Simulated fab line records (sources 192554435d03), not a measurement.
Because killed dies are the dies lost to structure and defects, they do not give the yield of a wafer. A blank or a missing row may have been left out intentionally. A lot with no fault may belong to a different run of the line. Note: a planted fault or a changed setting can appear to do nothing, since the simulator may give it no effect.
fab line records	flow n5_finfet
record lots=24	wafers=72	last_day=19
route steps=1938 shown BEOL_M10@1473 BEOL_M11@1556
lots that met no fault: from a run of the same line without faults
start_h: start of the lot's first displayed wafer, in hours after the record's first day	wait_h: hours elapsed since this lot's preceding step	" the same as in the row above	L1.1+2: a single row standing in for several wafers	- either no value or no given start	* or withheld: withheld	< > ~ a bound
route shown NAME@n: names a module that has steps shown in the file, with the first one's number in the route	usual: average and standard deviation across the fault-free wafers	same: alike in all rows	chamber/n: place in a boat	sites: each site's reading	_std_site: the values' standard deviation	_edge_site: mean of outer sites minus mean of inner sites	radius_mm: for every site, how far away it sits from the centre of the wafer	mask NAME#n: copy n	behind: the most recent tool/chamber to have shaped the wafer	hold: what put the lot on hold/how long, in hours/how the hold closed	device: transistor that didn't switch, given as n, p or np	end of line: tests run on the same wafers once the route is complete	step lacking rows: just its recipe	killed: at the first sort, the dies lost to defects and structure; wafer yield is something else	map: a wafer's dies, x killed, . not, _ none there
set.NAME: the setting as run; set.NAME@STEP: as run at that earlier step	model.NAME: the simulator's own value behind a step, which no gauge read
one table for each step of the route and one row for each wafer, over a sample of lots
services: the hour from which a tool's chamber was out of use, counted from the record's first day as start_h (under 0 if before that day), plus the number of hours and why
## steps
# step N5_BEOL_M10_PECVD_70
# recipe material=SiO2	target_thk_a=200	temp_c=400	precursor=TEOS/O2	pressure_torr=5.5	rf_w=450	teos_flow_sccm=53.8	gas=O2	flow_sccm=3000	time_s=22.7
# usual heater_power_w=729/120	showerhead_plenum_p_Torr=8.76/0.065	throttle_valve_pct=22.5/1.3
lot.wafer	tool	chamber	start_h	wait_h	heater_power_w	showerhead_plenum_p_Torr	throttle_valve_pct
L074.1	pecvd-03	1	231.79	0.0	779	8.73	21.1
L074.5	"	0	"	"	632	8.74	21.7
L074.6	"	1	"	"	770	8.76	21.3
L075.2	pecvd-01	0	245.06	0.0	728	8.72	22.9
L075.5	"	2	"	"	748	8.65	21.9
L075.6	"	0	"	"	735	8.73	22.8
L076.4	pecvd-04	0	247.41	0.1	674	8.79	23.9
L076.5	"	2	"	"	682	8.83	21.2
L076.6	"	1	"	"	658	8.81	24.7
L077.1	pecvd-01	2	256.74	0.0	814	8.59	21.7
L077.3	"	0	"	"	717	8.74	22.5
L077.6	"	1	"	"	534	8.80	24.4
L079.1	pecvd-03	2	257.55	0.0	968	8.85	21.3
L079.3	"	1	"	"	819	8.78	21.3
L079.4	"	2	"	"	979	8.87	21.6
L078.4	pecvd-03	0	260.52	0.1	733	8.74	21.8
L078.5	"	2	"	"	1006	8.83	21.5
L078.6	"	1	"	"	877	8.75	21.4
L080.3	pecvd-04	1	262.61	0.0	576	8.82	24.5
L080.4	"	0	"	"	813	8.78	23.9
L080.5	"	2	"	"	548	8.81	21.3
L081.2	pecvd-03	2	267.72	0.0	824	8.86	21.3
L081.3	"	0	"	"	647	8.75	21.5
L081.5	"	2	"	"	863	8.84	21.2
L083.3	pecvd-01	0	287.02	0.0	733	8.75	22.4
L083.4	"	1	"	"	560	8.83	24.5
L083.5	"	0	"	"	746	8.73	23.0
L082.2	pecvd-03	2	289.43	0.0	870	8.86	21.8
L082.3	"	0	"	"	710	8.75	21.8
L082.6	"	1	"	"	790	8.76	21.0
L084.1	pecvd-03	2	295.61	0.0	965	8.86	21.1
L084.4	"	2	"	"	965	8.85	21.5
L084.6	"	0	"	"	698	8.75	21.6
L086.1	pecvd-04	2	304.95	0.0	669	8.80	21.3
L086.2	"	0	"	"	776	8.78	24.0
L086.3	"	1	"	"	609	8.80	24.4
L087.1	pecvd-01	0	314.05	0.0	689	8.74	22.7
L087.2	"	2	"	"	831	8.62	21.8
L087.4	"	0	"	"	672	8.74	22.3
L085.1	pecvd-04	0	315.59	0.0	713	8.79	24.4
L085.4	"	2	"	"	602	8.82	21.4
L085.6	"	0	"	"	735	8.78	24.2
L088.1	pecvd-03	2	316.37	0.0	939	8.87	21.3
L088.3	"	0	"	"	672	8.77	21.6
L088.5	"	0	"	"	662	8.75	21.4
L090.1	pecvd-01	2	336.14	0.0	907	8.64	21.7
L090.2	"	1	"	"	542	8.80	24.5
L090.6	"	1	"	"	530	8.81	24.5
L091.2	pecvd-01	2	344.61	0.0	858	8.65	21.9
L091.3	"	1	"	"	544	8.81	24.5
L091.4	"	2	"	"	847	8.63	22.0
L089.2	pecvd-03	1	345.09	0.0	781	8.76	21.3
L089.3	"	0	"	"	658	8.74	21.4
L089.6	"	0	"	"	679	8.74	21.7
L093.1	pecvd-01	2	351.75	0.0	815	8.64	21.9
L093.5	"	0	"	"	674	8.75	22.4
L093.6	"	2	"	"	809	8.66	22.2
L092.2	pecvd-01	1	362.69	0.0	540	8.78	24.3
L092.4	"	1	"	"	542	8.78	24.5
L092.6	"	2	"	"	761	8.63	22.0
L096.1	pecvd-04	0	362.96	0.0	782	8.77	24.3
L096.3	"	1	"	"	608	8.81	24.6
L096.5	"	0	"	"	795	8.79	24.0
L094.2	pecvd-01	0	365.14	0.0	707	8.75	22.5
L094.3	"	1	"	"	523	8.78	24.7
L094.5	"	0	"	"	689	8.74	22.9
L095.1	pecvd-01	0	366.29	0.0	721	8.71	22.7
L095.2	"	2	"	"	843	8.65	22.0
L095.4	"	2	"	"	854	8.64	22.1
L097.1	pecvd-03	1	392.31	0.0	792	8.76	21.3
L097.4	"	0	"	"	718	8.77	21.8
L097.5	"	2	"	"	934	8.83	21.5
# step N5_BEOL_M10_CD_MEAS_18
# recipe pitch_nm=140	target_cd_nm=70
# usual cd_nm=70.0/0.92
lot.wafer	tool	chamber	start_h	wait_h	cd_nm
L074.1	cd_sem-01	-	234.57	0.1	70.9
L074.5	"	-	"	"	70.6
L074.6	"	-	"	"	69.3
L075.2	cd_sem-02	-	246.83	0.1	70.3
L075.5	"	-	"	"	70.4
L075.6	"	-	"	"	69.0
L076.4	cd_sem-01	-	249.12	0.1	69.5
L076.5	"	-	"	"	70.3
L076.6	"	-	"	"	68.3
L077.1	cd_sem-02	-	259.86	0.0	71.8
L077.3	"	-	"	"	72.4
L077.6	"	-	"	"	71.2
L079.1	cd_sem-01	-	260.33	0.0	70.9
L079.3	"	-	"	"	70.4
L079.4	"	-	"	"	71.3
L078.4	cd_sem-02	-	261.80	0.1	69.8
L078.5	"	-	"	"	68.3
L078.6	"	-	"	"	69.7
L080.3	cd_sem-02	-	265.54	0.1	69.6
L080.4	"	-	"	"	70.0
L080.5	"	-	"	"	70.8
L081.2	cd_sem-02	-	270.66	0.1	72.0
L081.3	"	-	"	"	69.6
L081.5	"	-	"	"	70.1
L083.3	cd_sem-01	-	288.26	0.1	69.8
L083.4	"	-	"	"	69.3
L083.5	"	-	"	"	69.5
L082.2	cd_sem-02	-	291.21	0.1	69.0
L082.3	"	-	"	"	68.7
L082.6	"	-	"	"	68.8
L084.1	cd_sem-02	-	297.69	0.0	70.2
L084.4	"	-	"	"	69.9
L084.6	"	-	"	"	71.3
L086.1	cd_sem-01	-	306.72	0.0	70.2
L086.2	"	-	"	"	70.8
L086.3	"	-	"	"	72.1
L087.1	cd_sem-01	-	315.59	0.0	69.6
L087.2	"	-	"	"	71.0
L087.4	"	-	"	"	70.5
L085.1	cd_sem-02	-	319.27	0.0	69.3
L085.4	"	-	"	"	68.6
L085.6	"	-	"	"	69.0
L088.1	cd_sem-02	-	319.34	0.1	69.1
L088.3	"	-	"	"	69.9
L088.5	"	-	"	"	70.0
L090.1	cd_sem-02	-	338.50	0.1	69.1
L090.2	"	-	"	"	70.5
L090.6	"	-	"	"	69.6
L091.2	cd_sem-02	-	346.59	0.1	69.2
L091.3	"	-	"	"	69.5
L091.4	"	-	"	"	69.8
L089.2	cd_sem-01	-	347.20	0.1	70.1
L089.3	"	-	"	"	70.6
L089.6	"	-	"	"	70.4
L093.1	cd_sem-03	-	353.50	0.0	70.4
L093.5	"	-	"	"	69.6
L093.6	"	-	"	"	70.5
L092.2	cd_sem-01	-	364.20	0.1	70.9
L092.4	"	-	"	"	70.6
L092.6	"	-	"	"	70.1
L096.1	cd_sem-01	-	364.37	0.0	69.0
L096.3	"	-	"	"	68.0
L096.5	"	-	"	"	68.2
L094.2	cd_sem-03	-	367.61	0.1	70.7
L094.3	"	-	"	"	69.9
L094.5	"	-	"	"	69.9
L095.1	cd_sem-01	-	368.23	0.0	71.0
L095.2	"	-	"	"	69.2
L095.4	"	-	"	"	70.5
L097.1	cd_sem-01	-	395.81	0.1	70.1
L097.4	"	-	"	"	70.0
L097.5	"	-	"	"	69.2
# step N5_BEOL_M10_STRIP_36
# recipe chemistry=N2/H2	power_w=450	temp_c=40	pressure_mtorr=20	rf_frequency_hz=6e+07	overash_fraction=0.3	bias_power_w=7	h2_frac=0.5	n2_flow_sccm=200	h2_flow_sccm=200
# usual drypump_motor_current_A=5.6/0.51	oes_product_au=0.78/0.091	rf_vpp_V=59.4/1.8	showerhead_plenum_p_Torr=2.54/0.066	throttle_valve_pct=23.7/0.42
lot.wafer	tool	chamber	start_h	wait_h	drypump_motor_current_A	oes_product_au	rf_hours_counter_h	rf_vpp_V	showerhead_plenum_p_Torr	throttle_valve_pct
L074.1	rie_diel-02	1	235.68	0.0	5.7	0.74	155	58.1	2.55	24.1
L074.5	"	2	"	"	5.1	0.69	-	61.1	2.65	24.4
L074.6	"	1	"	"	5.8	0.74	-	59.8	2.55	24.2
L076.4	rie_diel-02	0	251.11	0.0	6.1	0.67	246	58.1	2.60	24.0
L076.5	"	0	"	"	6.2	0.67	-	56.3	2.60	24.0
L076.6	"	1	"	"	5.8	0.73	-	58.1	2.55	24.1
L075.2	rie_diel-05	0	251.63	0.0	6.3	0.76	150	61.2	2.41	23.1
L075.5	"	1	"	"	4.9	0.68	-	57.9	2.52	23.4
L075.6	"	0	"	"	6.3	0.78	-	56.4	2.41	23.1
L077.1	rie_diel-05	2	260.60	0.0	5.9	0.83	81	58.7	2.46	23.2
L077.3	"	0	"	"	6.3	0.77	153	57.2	2.40	23.1
L077.6	"	0	"	"	6.3	0.77	-	60.4	2.40	23.1
L079.1	rie_diel-02	3	264.01	0.0	5.3	0.87	24	59.9	2.58	23.8
L079.3	"	0	"	"	6.2	0.66	250	61.8	2.60	24.0
L079.4	"	1	"	"	5.8	0.72	165	62.2	2.55	24.2
L078.4	rie_diel-05	3	264.41	0.0	5.6	0.98	3	57.7	2.59	23.1
L078.5	"	0	"	"	6.3	0.77	-	59.1	2.40	23.1
L078.6	"	3	"	"	5.6	1.00	-	61.5	2.59	23.2
L080.3	rie_diel-05	1	266.18	0.0	4.9	0.68	219	60.8	2.51	23.4
L080.4	"	0	"	"	6.3	0.76	155	57.1	2.40	23.1
L080.5	"	2	"	"	6.0	0.82	-	57.8	2.46	23.2
L081.2	rie_diel-05	2	271.43	0.0	5.9	0.82	84	61.3	2.46	23.2
L081.3	"	3	"	"	5.6	0.97	6	58.1	2.59	23.2
L081.5	"	1	"	"	4.9	0.68	-	61.1	2.51	23.4
L083.3	rie_diel-06	3	289.43	0.0	4.8	0.82	74	55.5	2.47	23.2
L083.4	"	1	"	"	6.5	0.80	113	58.3	2.57	23.6
L083.5	"	0	"	"	5.3	0.71	-	57.5	2.61	23.8
L082.2	rie_diel-02	1	292.50	0.0	5.8	0.72	178	59.7	2.54	24.2
L082.3	"	2	"	"	5.1	0.65	-	59.0	2.64	24.5
L082.6	"	1	"	"	5.8	0.73	-	62.8	2.54	24.2
L084.1	rie_diel-06	2	301.11	0.0	5.4	0.87	47	56.5	2.57	23.4
L084.4	"	0	"	"	5.3	0.72	218	58.3	2.61	23.8
L084.6	"	0	"	"	5.3	0.72	-	56.6	2.61	23.8
L086.1	rie_diel-02	1	310.04	0.0	5.7	0.72	186	60.0	2.54	24.2
L086.2	"	3	"	"	5.4	0.88	35	59.2	2.58	23.8
L086.3	"	2	"	"	5.1	0.66	246	63.2	2.63	24.5
L087.1	rie_diel-02	2	317.41	0.0	5.1	0.66	248	59.4	2.63	24.5
L087.2	"	1	"	"	5.7	0.71	188	59.9	2.54	24.2
L087.4	"	3	"	"	5.3	0.85	38	58.6	2.58	23.8
L088.1	rie_diel-06	3	320.18	0.0	4.8	0.83	84	60.6	2.46	23.2
L088.3	"	0	"	"	5.3	0.72	224	57.8	2.60	23.8
L088.5	"	0	"	"	5.3	0.70	-	57.2	2.60	23.8
L085.1	rie_diel-02	0	320.43	0.0	6.2	0.92	9	62.4	2.60	23.8
L085.4	"	1	"	"	5.7	0.70	189	58.3	2.54	24.2
L085.6	"	2	"	"	5.1	0.67	-	65.6	2.63	24.5
L090.1	rie_diel-06	3	339.35	0.0	4.8	0.83	90	58.5	2.46	23.3
L090.2	"	1	"	"	6.5	0.78	130	59.9	2.57	23.6
L090.6	"	2	"	"	5.4	0.85	-	58.5	2.56	23.4
L091.2	rie_diel-02	3	347.50	0.0	5.3	0.86	53	61.4	2.57	23.9
L091.3	"	0	"	"	6.1	0.87	23	59.4	2.59	23.9
L091.4	"	1	"	"	5.8	0.70	-	60.0	2.53	24.3
L089.2	rie_diel-02	3	349.47	0.0	5.3	0.84	54	60.5	2.57	23.8
L089.3	"	0	"	"	6.2	0.89	24	60.8	2.59	23.8
L089.6	"	1	"	"	5.8	0.70	-	60.8	2.53	24.2
L093.1	rie_diel-02	0	354.25	0.0	6.2	0.87	27	56.8	2.59	23.9
L093.5	"	1	"	"	5.8	0.72	-	57.4	2.53	24.2
L093.6	"	3	"	"	5.3	0.84	-	58.1	2.57	23.9
L096.1	rie_diel-06	3	366.03	0.0	4.8	0.83	98	60.5	2.46	23.2
L096.3	"	0	"	"	5.3	0.71	239	57.8	2.60	23.8
L096.5	"	3	"	"	4.8	0.83	-	62.1	2.46	23.3
L092.2	rie_diel-02	0	366.07	0.0	6.2	0.87	32	57.3	2.59	23.9
L092.4	"	2	"	"	5.1	0.99	5	58.5	2.63	24.1
L092.6	"	0	"	"	6.2	0.86	-	61.0	2.59	23.9
L094.2	rie_diel-06	1	369.00	0.0	6.5	0.77	139	56.6	2.56	23.6
L094.3	"	2	"	"	5.4	0.85	68	60.5	2.56	23.4
L094.5	"	3	"	"	4.8	0.83	-	58.1	2.46	23.3
L095.1	rie_diel-05	2	369.20	0.0	5.9	0.78	127	60.9	2.44	23.2
L095.2	"	0	"	"	6.3	0.75	199	59.7	2.39	23.2
L095.4	"	2	"	"	5.9	0.77	-	58.1	2.44	23.2
L097.1	rie_diel-06	1	398.84	0.0	6.5	0.76	149	59.6	2.56	23.7
L097.4	"	3	"	"	4.8	0.81	-	57.3	2.45	23.3
L097.5	"	1	"	"	6.4	0.77	-	57.9	2.56	23.6
# step N5_BEOL_M10_CURE_72
# recipe temp_c=370	time_s=120	ambient=DMADMS/He	material=SiCOH_lowk
# usual lamp_power_pct=52.30/0.051	wafer_temp_C_max=371.9/0.58
lot.wafer	tool	chamber	start_h	wait_h	lamp_power_pct	wafer_temp_C_max
L074.1	uv_cure-03	1	236.24	0.2	52.36	371.5
L074.5	"	1	"	"	52.28	372.0
L074.6	"	1	"	"	52.30	372.1
L076.4	uv_cure-03	2	251.68	0.2	52.27	372.4
L076.5	"	2	"	"	52.30	372.2
L076.6	"	2	"	"	52.30	372.9
L075.2	uv_cure-03	1	252.19	0.1	52.24	373.6
L075.5	"	1	"	"	52.23	372.0
L075.6	"	1	"	"	52.27	371.8
L077.1	uv_cure-02	1	261.02	0.0	52.25	372.4
L077.3	"	1	"	"	52.25	372.4
L077.6	"	1	"	"	52.43	371.8
L079.1	uv_cure-02	2	264.43	0.0	52.34	372.0
L079.3	"	2	"	"	52.35	372.0
L079.4	"	2	"	"	52.25	372.0
L078.4	uv_cure-02	1	265.00	0.2	52.22	371.6
L078.5	"	1	"	"	52.29	373.0
L078.6	"	1	"	"	52.34	372.7
L080.3	uv_cure-01	1	266.70	0.1	52.30	371.9
L080.4	"	1	"	"	52.33	371.2
L080.5	"	1	"	"	52.26	372.6
L081.2	uv_cure-02	0	271.92	0.1	52.33	372.1
L081.3	"	0	"	"	52.27	373.0
L081.5	"	0	"	"	52.29	373.0
L083.3	uv_cure-01	2	289.95	0.1	52.30	371.2
L083.4	"	2	"	"	52.34	370.9
L083.5	"	2	"	"	52.33	371.0
L082.2	uv_cure-03	2	293.06	0.1	52.34	371.9
L082.3	"	2	"	"	52.23	372.6
L082.6	"	2	"	"	52.33	372.1
L084.1	uv_cure-03	1	301.53	0.0	52.28	372.1
L084.4	"	1	"	"	52.30	372.1
L084.6	"	1	"	"	52.29	372.4
L086.1	uv_cure-03	1	310.46	0.0	52.33	371.6
L086.2	"	1	"	"	52.41	371.3
L086.3	"	1	"	"	52.23	371.5
L087.1	uv_cure-02	2	317.84	0.0	52.30	371.9
L087.2	"	2	"	"	52.36	371.5
L087.4	"	2	"	"	52.28	371.8
L088.1	uv_cure-03	0	320.61	0.0	52.28	371.1
L088.3	"	0	"	"	52.23	371.5
L088.5	"	0	"	"	52.28	371.2
L085.1	uv_cure-01	0	320.86	0.0	52.36	371.5
L085.4	"	0	"	"	52.35	371.4
L085.6	"	0	"	"	52.35	371.6
L090.1	uv_cure-02	0	339.77	0.0	52.28	372.3
L090.2	"	0	"	"	52.23	372.0
L090.6	"	0	"	"	52.21	371.7
L091.2	uv_cure-03	1	347.96	0.1	52.32	372.3
L091.3	"	1	"	"	52.35	371.7
L091.4	"	1	"	"	52.35	372.2
L089.2	uv_cure-03	0	349.94	0.1	52.34	370.9
L089.3	"	0	"	"	52.31	371.1
L089.6	"	0	"	"	52.29	370.8
L093.1	uv_cure-02	1	354.68	0.0	52.41	372.1
L093.5	"	1	"	"	52.23	372.3
L093.6	"	1	"	"	52.25	371.7
L096.1	uv_cure-01	2	366.46	0.0	52.31	371.2
L096.3	"	2	"	"	52.45	371.3
L096.5	"	2	"	"	52.25	371.7
L092.2	uv_cure-03	1	366.54	0.1	52.30	371.7
L092.4	"	1	"	"	52.38	373.0
L092.6	"	1	"	"	52.31	372.0
L094.2	uv_cure-02	1	369.47	0.1	52.30	372.6
L094.3	"	1	"	"	52.33	372.1
L094.5	"	1	"	"	52.27	373.0
L095.1	uv_cure-02	1	370.02	0.4	52.33	371.9
L095.2	"	1	"	"	52.28	372.8
L095.4	"	1	"	"	52.29	372.6
L097.1	uv_cure-01	1	399.26	0.0	52.30	371.3
L097.4	"	1	"	"	52.25	371.7
L097.5	"	1	"	"	52.37	371.7
# step N5_BEOL_M10_DEGAS_44
# recipe ambient=vacuum	temp_c=250	time_s=60
# usual heater_power_w=332/35
lot.wafer	tool	chamber	start_h	wait_h	heater_power_w
L074.1	pvd_sputter-01	-	237.49	1.2	299
L074.5	"	-	"	"	423
L074.6	"	-	"	"	331
L076.4	pvd_sputter-01	-	251.99	0.3	354
L076.5	"	-	"	"	309
L076.6	"	-	"	"	358
L075.2	pvd_sputter-03	-	254.73	2.5	343
L075.5	"	-	"	"	319
L075.6	"	-	"	"	320
L077.1	pvd_sputter-02	-	261.38	0.3	342
L077.3	"	-	"	"	289
L077.6	"	-	"	"	282
L079.1	pvd_sputter-02	-	264.90	0.4	291
L079.3	"	-	"	"	371
L079.4	"	-	"	"	332
L078.4	pvd_sputter-02	-	265.36	0.3	287
L078.5	"	-	"	"	341
L078.6	"	-	"	"	378
L080.3	pvd_sputter-03	-	266.95	0.2	326
L080.4	"	-	"	"	322
L080.5	"	-	"	"	322
L081.2	pvd_sputter-01	-	272.33	0.4	302
L081.3	"	-	"	"	416
L081.5	"	-	"	"	299
L083.3	pvd_sputter-03	-	290.46	0.5	317
L083.4	"	-	"	"	321
L083.5	"	-	"	"	344
L082.2	pvd_sputter-02	-	293.33	0.2	374
L082.3	"	-	"	"	348
L082.6	"	-	"	"	346
L084.1	pvd_sputter-02	-	302.15	0.6	335
L084.4	"	-	"	"	296
L084.6	"	-	"	"	357
L086.1	pvd_sputter-03	-	311.02	0.5	320
L086.2	"	-	"	"	334
L086.3	"	-	"	"	319
L087.1	pvd_sputter-01	-	318.61	0.7	326
L087.2	"	-	"	"	419
L087.4	"	-	"	"	304
L088.1	pvd_sputter-01	-	322.48	1.8	420
L088.3	"	-	"	"	304
L088.5	"	-	"	"	361
L085.1	pvd_sputter-01	-	322.57	1.7	307
L085.4	"	-	"	"	359
L085.6	"	-	"	"	426
L090.1	pvd_sputter-01	-	340.28	0.5	306
L090.2	"	-	"	"	354
L090.6	"	-	"	"	360
L091.2	pvd_sputter-03	-	348.71	0.7	315
L091.3	"	-	"	"	340
L091.4	"	-	"	"	315
L089.2	pvd_sputter-02	-	350.70	0.7	377
L089.3	"	-	"	"	293
L089.6	"	-	"	"	288
L093.1	pvd_sputter-02	-	355.02	0.3	287
L093.5	"	-	"	"	370
L093.6	"	-	"	"	288
L096.1	pvd_sputter-03	-	367.37	0.9	321
L096.3	"	-	"	"	340
L096.5	"	-	"	"	340
L092.2	pvd_sputter-03	-	367.45	0.9	342
L092.4	"	-	"	"	307
L092.6	"	-	"	"	338
L094.2	pvd_sputter-03	-	369.89	0.4	316
L094.3	"	-	"	"	333
L094.5	"	-	"	"	326
L095.1	pvd_sputter-03	-	370.37	0.3	322
L095.2	"	-	"	"	304
L095.4	"	-	"	"	335
L097.1	pvd_sputter-01	-	399.61	0.3	424
L097.4	"	-	"	"	328
L097.5	"	-	"	"	330
# step N5_BEOL_M11_STRIP_67
# recipe chemistry=CF4	resist=SiARC	power_w=300	bias_power_w=75	pressure_mtorr=50	cf4_flow_sccm=150	rf_frequency_hz=6e+07
# usual cf4_flow_sccm=150.0/0.47	drypump_motor_current_A=5.5/0.48	oes_product_au=0.81/0.079	rf_vpp_V=271.3/1.6	showerhead_plenum_p_Torr=1.79/0.064	throttle_valve_pct=13.56/0.24
lot.wafer	tool	chamber	start_h	wait_h	cf4_flow_sccm	drypump_motor_current_A	oes_product_au	rf_hours_counter_h	rf_vpp_V	showerhead_plenum_p_Torr	throttle_valve_pct
L074.1	rie_diel-01	1	242.19	0.0	148.7	5.1	0.73	181	268.9	1.71	13.87
L074.5	"	0	"	"	150.3	5.3	0.92	-	272.0	1.90	13.45
L074.6	"	2	"	"	150.1	5.4	0.89	-	269.9	1.75	13.30
L076.4	rie_diel-04	0	260.09	0.0	150.3	5.3	0.88	41	271.4	1.81	13.49
L076.5	"	3	"	"	150.5	6.5	0.73	-	270.7	1.77	13.70
L076.6	"	0	"	"	150.7	5.3	0.88	-	273.3	1.81	13.48
L075.2	rie_diel-04	2	260.59	0.0	149.9	4.7	0.69	236	269.5	1.67	13.56
L075.5	"	1	"	"	149.7	5.7	0.77	-	270.6	1.80	13.72
L075.6	"	2	"	"	150.4	4.8	0.70	-	269.6	1.67	13.55
L077.1	rie_diel-01	2	267.16	0.0	150.1	5.5	0.88	57	269.4	1.75	13.34
L077.3	"	3	"	"	149.9	5.6	0.89	32	271.5	1.84	13.26
L077.6	"	0	"	"	149.4	5.4	0.89	-	273.6	1.90	13.49
L079.1	rie_diel-04	3	268.64	0.0	150.3	6.4	0.73	174	269.6	1.76	13.71
L079.3	"	1	"	"	150.1	5.7	0.77	168	270.7	1.80	13.74
L079.4	"	2	"	"	150.9	4.7	0.69	240	268.6	1.67	13.58
L078.4	rie_diel-04	0	271.41	0.0	150.0	5.3	0.88	46	272.2	1.81	13.53
L078.5	"	1	"	"	149.3	5.6	0.76	-	271.3	1.80	13.76
L078.6	"	0	"	"	149.7	5.3	0.87	-	271.1	1.81	13.50
L080.3	rie_diel-04	0	271.70	0.0	150.4	5.3	0.88	46	271.7	1.81	13.52
L080.4	"	3	"	"	150.0	6.4	0.73	175	270.0	1.76	13.72
L080.5	"	1	"	"	149.9	5.6	0.76	-	269.9	1.80	13.74
L081.2	rie_diel-04	3	278.83	0.0	150.3	6.4	0.73	178	271.1	1.76	13.73
L081.3	"	1	"	"	150.9	5.7	0.76	172	270.9	1.80	13.75
L081.5	"	3	"	"	150.2	6.4	0.72	-	271.5	1.76	13.72
L083.3	rie_diel-01	3	296.97	0.0	150.1	5.6	0.87	44	271.3	1.84	13.28
L083.4	"	0	"	"	149.6	5.3	0.88	38	271.9	1.90	13.50
L083.5	"	3	"	"	150.1	5.6	0.87	-	271.2	1.84	13.28
L082.2	rie_diel-01	3	302.96	0.0	150.6	5.6	0.85	45	270.9	1.84	13.30
L082.3	"	1	"	"	149.8	5.1	0.72	208	269.6	1.70	13.93
L082.6	"	0	"	"	149.8	5.3	0.87	-	274.1	1.90	13.51
L084.1	rie_diel-03	2	306.83	0.0	149.9	5.1	0.79	129	269.5	1.81	13.73
L084.4	"	3	"	"	149.9	6.2	0.80	74	270.1	1.74	13.58
L084.6	"	2	"	"	149.8	5.1	0.80	-	270.7	1.81	13.72
L086.1	rie_diel-03	1	315.29	0.0	149.4	5.6	0.71	225	270.4	1.79	13.97
L086.2	"	0	"	"	150.2	5.0	0.88	50	273.0	1.90	13.37
L086.3	"	2	"	"	149.6	5.1	0.79	132	270.4	1.81	13.72
L087.1	rie_diel-04	3	323.42	0.0	150.5	6.4	0.71	193	269.8	1.76	13.76
L087.2	"	1	"	"	149.7	5.6	0.75	187	271.2	1.79	13.77
L087.4	"	2	"	"	149.7	4.7	0.98	3	273.7	1.88	13.01
L088.1	rie_diel-04	3	330.66	0.0	149.9	6.4	0.71	194	271.3	1.76	13.76
L088.3	"	0	"	"	150.2	5.3	0.84	64	273.1	1.80	13.55
L088.5	"	1	"	"	150.2	5.7	0.74	-	272.5	1.79	13.80
L085.1	rie_diel-01	1	331.45	0.0	149.6	5.1	0.71	216	270.1	1.70	13.94
L085.4	"	2	"	"	150.4	5.5	0.85	79	269.2	1.74	13.38
L085.6	"	2	"	"	150.3	5.4	0.85	-	269.9	1.74	13.39
L090.1	rie_diel-01	2	344.94	0.0	150.6	5.4	0.83	84	269.5	1.74	13.40
L090.2	"	3	"	"	149.9	5.6	0.85	58	271.5	1.84	13.31
L090.6	"	0	"	"	149.9	5.3	0.84	-	273.0	1.89	13.54
L091.2	rie_diel-04	1	353.05	0.0	149.8	5.6	0.74	194	272.8	1.79	13.82
L091.3	"	0	"	"	150.5	5.3	0.84	71	270.7	1.80	13.56
L091.4	"	3	"	"	149.8	6.4	0.71	201	270.7	1.76	13.77
L089.2	rie_diel-04	3	355.77	0.0	150.2	6.4	0.71	202	271.4	1.76	13.78
L089.3	"	2	"	"	149.4	4.7	0.95	11	273.1	1.87	13.01
L089.6	"	1	"	"	150.3	5.7	0.74	-	270.8	1.79	13.80
L093.1	rie_diel-04	0	363.30	0.0	149.9	5.3	0.84	73	270.3	1.80	13.56
L093.5	"	2	"	"	150.0	4.7	0.95	-	273.9	1.87	13.03
L093.6	"	3	"	"	149.9	6.4	0.70	-	271.0	1.76	13.78
L096.1	rie_diel-04	2	370.72	0.0	150.4	4.7	0.94	16	273.3	1.87	13.02
L096.3	"	3	"	"	150.1	6.4	0.71	206	270.6	1.76	13.79
L096.5	"	3	"	"	150.5	6.4	0.70	-	269.0	1.76	13.80
L092.2	rie_diel-01	2	371.67	0.0	150.0	5.5	0.83	91	271.3	1.74	13.41
L092.4	"	3	"	"	150.8	5.6	0.84	65	271.1	1.83	13.34
L092.6	"	2	"	"	149.4	5.5	0.84	-	269.6	1.74	13.42
L094.2	rie_diel-04	3	376.41	0.0	150.7	6.4	0.70	208	269.7	1.76	13.79
L094.3	"	0	"	"	150.4	5.3	0.83	77	271.9	1.80	13.58
L094.5	"	3	"	"	150.2	6.4	0.71	-	271.8	1.76	13.80
L095.1	rie_diel-01	1	376.48	0.0	149.3	5.1	0.70	230	269.2	1.69	13.97
L095.2	"	2	"	"	150.5	5.4	0.83	93	271.1	1.74	13.41
L095.4	"	3	"	"	150.0	5.6	0.84	67	271.4	1.84	13.34
L097.1	rie_diel-01	3	404.47	0.0	149.3	5.6	0.83	75	271.8	1.83	13.35
L097.4	"	2	"	"	150.6	5.5	0.83	100	270.6	1.74	13.45
L097.5	"	0	"	"	150.3	5.3	0.83	-	273.0	1.89	13.57
## services
tool	chamber	start_h	hours	kind
rie_diel-05	3	211.18	8.2	repair
rie_diel-01	0	223.37	15.1	repair
pecvd-03	0	228.65	2.3	repair
rie_diel-05	1	231.51	7.3	repair
rie_diel-01	3	232.64	22.4	repair
pecvd-01	1	233.56	22.8	repair
rie_diel-02	0	271.52	9.9	repair
uv_cure-03	-	273.94	0.3	repair
rie_diel-02	3	287.60	16.7	repair
rie_diel-04	-	305.71	4.3	pm
rie_diel-01	-	311.69	0.4	repair
uv_cure-03	-	312.76	7.5	pm
uv_cure-02	-	327.01	7.5	pm
uv_cure-03	-	332.94	0.5	repair
pecvd-03	0	333.35	5.9	repair
rie_diel-02	1	334.26	5.1	repair
pecvd-01	-	353.41	6.0	pm
pecvd-03	-	357.19	1.2	repair
pvd_sputter-01	-	367.25	3.0	repair
uv_cure-03	-	368.46	6.0	pm
pvd_sputter-03	-	385.93	7.3	repair
rie_diel-04	1	386.02	8.0	repair
uv_cure-02	-	393.68	3.4	pm
rie_diel-02	3	401.91	5.7	repair
## key
fault none
